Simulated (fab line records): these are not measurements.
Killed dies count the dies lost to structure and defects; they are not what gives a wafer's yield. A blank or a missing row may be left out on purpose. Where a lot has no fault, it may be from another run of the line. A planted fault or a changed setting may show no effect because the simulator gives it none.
Split-lot trial / flow n5Finfet / 7 lots, 39 wafers read, on a route of 1938 steps

== THE SPLIT ==
At N5_FIN_CUT_CUT_ETCH_15 (etches Si in HBr/Cl2/O2, target depth 100 nm, bt time 10 s, time 42.4 s), the setting targetDepthA was moved away from the recipe's 1000 angstrom on 18 of the 39 wafers read, by -10.7% to +10.0%. This setting was run at the recipe's value on the other wafers.

The split's own step is where the reading is taken.

== THE READING ==
SOC_of_FIN_CUT_COAT_18.thkNm (the simulator's own value, which no gauge read), in nm, at N5_FIN_CUT_CUT_ETCH_15 (etches Si in HBr/Cl2/O2, target depth 100 nm, bt time 10 s, time 42.4 s). No usual value for it is given in the file. Here, 21 wafers ran the recipe; their average is 170.6 nm with a standard deviation of 1.2 nm.

wafer=L074.1; tool, chamber at the split=rieSi-05, 0; targetDepthA as run, angstrom=1000; against the recipe=recipe; SOC_of_FIN_CUT_COAT_18.thkNm, nm=171.2; against lot-mates on the recipe=-
wafer=L074.2; tool, chamber at the split=rieSi-05, 1; targetDepthA as run, angstrom=1000; against the recipe=recipe; SOC_of_FIN_CUT_COAT_18.thkNm, nm=168.4; against lot-mates on the recipe=-
wafer=L074.3; tool, chamber at the split=rieSi-05, 3; targetDepthA as run, angstrom=1000; against the recipe=recipe; SOC_of_FIN_CUT_COAT_18.thkNm, nm=168.6; against lot-mates on the recipe=-
wafer=L074.4; tool, chamber at the split=rieSi-05, 2; targetDepthA as run, angstrom=959.5; against the recipe=-4.0%; SOC_of_FIN_CUT_COAT_18.thkNm, nm=171; against lot-mates on the recipe=+1.6
wafer=L074.5; tool, chamber at the split=rieSi-05, 2; targetDepthA as run, angstrom=959.5; against the recipe=-4.0%; SOC_of_FIN_CUT_COAT_18.thkNm, nm=171.2; against lot-mates on the recipe=+1.8
wafer=L074.6; tool, chamber at the split=rieSi-05, 3; targetDepthA as run, angstrom=959.5; against the recipe=-4.0%; SOC_of_FIN_CUT_COAT_18.thkNm, nm=170; against lot-mates on the recipe=+0.6
wafer=L078.1; tool, chamber at the split=rieSi-06, 1; targetDepthA as run, angstrom=893; against the recipe=-10.7%; SOC_of_FIN_CUT_COAT_18.thkNm, nm=172.8; against lot-mates on the recipe=+2.7
wafer=L078.2; tool, chamber at the split=rieSi-06, 2; targetDepthA as run, angstrom=1000; against the recipe=recipe; SOC_of_FIN_CUT_COAT_18.thkNm, nm=170.4; against lot-mates on the recipe=-
wafer=L078.3; tool, chamber at the split=rieSi-06, 3; targetDepthA as run, angstrom=1000; against the recipe=recipe; SOC_of_FIN_CUT_COAT_18.thkNm, nm=170.4; against lot-mates on the recipe=-
wafer=L078.4; tool, chamber at the split=rieSi-06, 3; targetDepthA as run, angstrom=893; against the recipe=-10.7%; SOC_of_FIN_CUT_COAT_18.thkNm, nm=173.6; against lot-mates on the recipe=+3.5
wafer=L078.5; tool, chamber at the split=rieSi-06, 2; targetDepthA as run, angstrom=1000; against the recipe=recipe; SOC_of_FIN_CUT_COAT_18.thkNm, nm=169.6; against lot-mates on the recipe=-
wafer=L078.6; tool, chamber at the split=rieSi-06, 1; targetDepthA as run, angstrom=893; against the recipe=-10.7%; SOC_of_FIN_CUT_COAT_18.thkNm, nm=174.2; against lot-mates on the recipe=+4.1
wafer=L081.1; tool, chamber at the split=rieSi-06, 0; targetDepthA as run, angstrom=1000; against the recipe=recipe; SOC_of_FIN_CUT_COAT_18.thkNm, nm=172.2; against lot-mates on the recipe=-
wafer=L081.2; tool, chamber at the split=rieSi-06, 3; targetDepthA as run, angstrom=933.5; against the recipe=-6.7%; SOC_of_FIN_CUT_COAT_18.thkNm, nm=175; against lot-mates on the recipe=+3.9
wafer=L081.3; tool, chamber at the split=rieSi-06, 1; targetDepthA as run, angstrom=933.5; against the recipe=-6.7%; SOC_of_FIN_CUT_COAT_18.thkNm, nm=174.4; against lot-mates on the recipe=+3.3
wafer=L081.4; tool, chamber at the split=rieSi-06, 2; targetDepthA as run, angstrom=1000; against the recipe=recipe; SOC_of_FIN_CUT_COAT_18.thkNm, nm=170; against lot-mates on the recipe=-
wafer=L081.5; tool, chamber at the split=rieSi-06, 0; targetDepthA as run, angstrom=933.5; against the recipe=-6.7%; SOC_of_FIN_CUT_COAT_18.thkNm, nm=173; against lot-mates on the recipe=+1.9
wafer=L081.6; tool, chamber at the split=rieSi-06, 1; targetDepthA as run, angstrom=1000; against the recipe=recipe; SOC_of_FIN_CUT_COAT_18.thkNm, nm=171; against lot-mates on the recipe=-
wafer=L082.2; tool, chamber at the split=rieSi-06, 0; targetDepthA as run, angstrom=1000; against the recipe=recipe; SOC_of_FIN_CUT_COAT_18.thkNm, nm=169.8; against lot-mates on the recipe=-
wafer=L082.5; tool, chamber at the split=rieSi-06, 3; targetDepthA as run, angstrom=1000; against the recipe=recipe; SOC_of_FIN_CUT_COAT_18.thkNm, nm=172; against lot-mates on the recipe=-
wafer=L082.6; tool, chamber at the split=rieSi-06, 0; targetDepthA as run, angstrom=1000; against the recipe=recipe; SOC_of_FIN_CUT_COAT_18.thkNm, nm=168.4; against lot-mates on the recipe=-
wafer=L083.1; tool, chamber at the split=rieSi-01, 2; targetDepthA as run, angstrom=1100; against the recipe=+10.0%; SOC_of_FIN_CUT_COAT_18.thkNm, nm=168.2; against lot-mates on the recipe=-2.5
wafer=L083.2; tool, chamber at the split=rieSi-01, 1; targetDepthA as run, angstrom=1000; against the recipe=recipe; SOC_of_FIN_CUT_COAT_18.thkNm, nm=170.4; against lot-mates on the recipe=-
wafer=L083.3; tool, chamber at the split=rieSi-01, 0; targetDepthA as run, angstrom=1100; against the recipe=+10.0%; SOC_of_FIN_CUT_COAT_18.thkNm, nm=166; against lot-mates on the recipe=-4.7
wafer=L083.4; tool, chamber at the split=rieSi-01, 3; targetDepthA as run, angstrom=1100; against the recipe=+10.0%; SOC_of_FIN_CUT_COAT_18.thkNm, nm=166.2; against lot-mates on the recipe=-4.5
wafer=L083.5; tool, chamber at the split=rieSi-01, 3; targetDepthA as run, angstrom=1000; against the recipe=recipe; SOC_of_FIN_CUT_COAT_18.thkNm, nm=170.8; against lot-mates on the recipe=-
wafer=L083.6; tool, chamber at the split=rieSi-01, 2; targetDepthA as run, angstrom=1000; against the recipe=recipe; SOC_of_FIN_CUT_COAT_18.thkNm, nm=170.8; against lot-mates on the recipe=-
wafer=L088.1; tool, chamber at the split=rieSi-06, 1; targetDepthA as run, angstrom=1000; against the recipe=recipe; SOC_of_FIN_CUT_COAT_18.thkNm, nm=172.2; against lot-mates on the recipe=-
wafer=L088.2; tool, chamber at the split=rieSi-06, 0; targetDepthA as run, angstrom=1076; against the recipe=+7.6%; SOC_of_FIN_CUT_COAT_18.thkNm, nm=167; against lot-mates on the recipe=-4.5
wafer=L088.3; tool, chamber at the split=rieSi-06, 2; targetDepthA as run, angstrom=1076; against the recipe=+7.6%; SOC_of_FIN_CUT_COAT_18.thkNm, nm=167.8; against lot-mates on the recipe=-3.7
wafer=L088.4; tool, chamber at the split=rieSi-06, 0; targetDepthA as run, angstrom=1000; against the recipe=recipe; SOC_of_FIN_CUT_COAT_18.thkNm, nm=170.6; against lot-mates on the recipe=-
wafer=L088.5; tool, chamber at the split=rieSi-06, 2; targetDepthA as run, angstrom=1076; against the recipe=+7.6%; SOC_of_FIN_CUT_COAT_18.thkNm, nm=167.6; against lot-mates on the recipe=-3.9
wafer=L088.6; tool, chamber at the split=rieSi-06, 1; targetDepthA as run, angstrom=1000; against the recipe=recipe; SOC_of_FIN_CUT_COAT_18.thkNm, nm=171.8; against lot-mates on the recipe=-
wafer=L096.1; tool, chamber at the split=rieSi-05, 0; targetDepthA as run, angstrom=1000; against the recipe=recipe; SOC_of_FIN_CUT_COAT_18.thkNm, nm=172; against lot-mates on the recipe=-
wafer=L096.2; tool, chamber at the split=rieSi-05, 2; targetDepthA as run, angstrom=1069; against the recipe=+6.9%; SOC_of_FIN_CUT_COAT_18.thkNm, nm=168.6; against lot-mates on the recipe=-2.9
wafer=L096.3; tool, chamber at the split=rieSi-05, 3; targetDepthA as run, angstrom=1069; against the recipe=+6.9%; SOC_of_FIN_CUT_COAT_18.thkNm, nm=167.4; against lot-mates on the recipe=-4.1
wafer=L096.4; tool, chamber at the split=rieSi-05, 1; targetDepthA as run, angstrom=1069; against the recipe=+6.9%; SOC_of_FIN_CUT_COAT_18.thkNm, nm=168.4; against lot-mates on the recipe=-3.1
wafer=L096.5; tool, chamber at the split=rieSi-05, 3; targetDepthA as run, angstrom=1000; against the recipe=recipe; SOC_of_FIN_CUT_COAT_18.thkNm, nm=170.8; against lot-mates on the recipe=-
wafer=L096.6; tool, chamber at the split=rieSi-05, 0; targetDepthA as run, angstrom=1000; against the recipe=recipe; SOC_of_FIN_CUT_COAT_18.thkNm, nm=171.8; against lot-mates on the recipe=-

FIT RESULTS
A straight line over all 39 wafers: SOC_of_FIN_CUT_COAT_18.thkNm changes by -0.352 nm for each +1% of targetDepthA; r = -0.86; the points scatter about the line by 1.1 nm.
The same after taking each lot's own level away (the mean of its wafers on the recipe; 39 wafers): -0.406 nm for each +1%; r = -0.93; scatter 0.91 nm.
Per that fit: largest targetDepthA move, reading shift of 4.3 nm.
Across the lots, their own levels run from 169.40 to 171.53 nm, a range of 1.8 times the standard deviation given above.
Hence the slope depends on the lot-to-lot level, as the two fits are not the same.
Check: with one of the wafers moved furthest among these (-10.7%) left out of the fit, the line predicts +4.4 nm for it against its lot-mates. Against them it came out at +2.67 nm.

== OTHER SPLITS APPLIED TO THESE WAFERS ==
Other splits were also applied to these wafers ahead of the reading. Each is held against what the fit with the lots' levels taken away leaves over:
other split on the same wafers=N5_PMOS_HMC_CHANNEL_EPI_EPI_20 pressureTorr; wafers away from the commonest value=24; r with SOC_of_FIN_CUT_COAT_18.thkNm (lot level and that fit taken away)=+0.07

== THE WHOLE CHAIN: every reading that the file lists as answering this split, in the file's order ==
step=N5_FIN_CUT_CUT_ETCH_15; what it does=etches Si in HBr/Cl2/O2, target depth 100 nm, bt time 10 s, time 42.4 s; reading=FIN_CUT.featureDepthNm (the simulator's own value, which no gauge read); change (the file's fit)=+1.09 nm for each +1% of the setting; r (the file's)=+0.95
step=N5_FIN_CUT_CUT_ETCH_15; what it does=etches Si in HBr/Cl2/O2, target depth 100 nm, bt time 10 s, time 42.4 s; reading=etch.depthNm (the simulator's own value, which no gauge read); change (the file's fit)=+1.09 nm for each +1% of the setting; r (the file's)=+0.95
step=N5_FIN_CUT_CUT_ETCH_15; what it does=etches Si in HBr/Cl2/O2, target depth 100 nm, bt time 10 s, time 42.4 s; reading=SOC_of_FIN_CUT_COAT_18.thkNm (the simulator's own value, which no gauge read); change (the file's fit)=-0.408 nm for each +1% of the setting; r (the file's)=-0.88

== THE FILE'S OWN FIT ==
SOC_of_FIN_CUT_COAT_18.thkNm changes by -0.408 nm for each +1% of targetDepthA, r = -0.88.
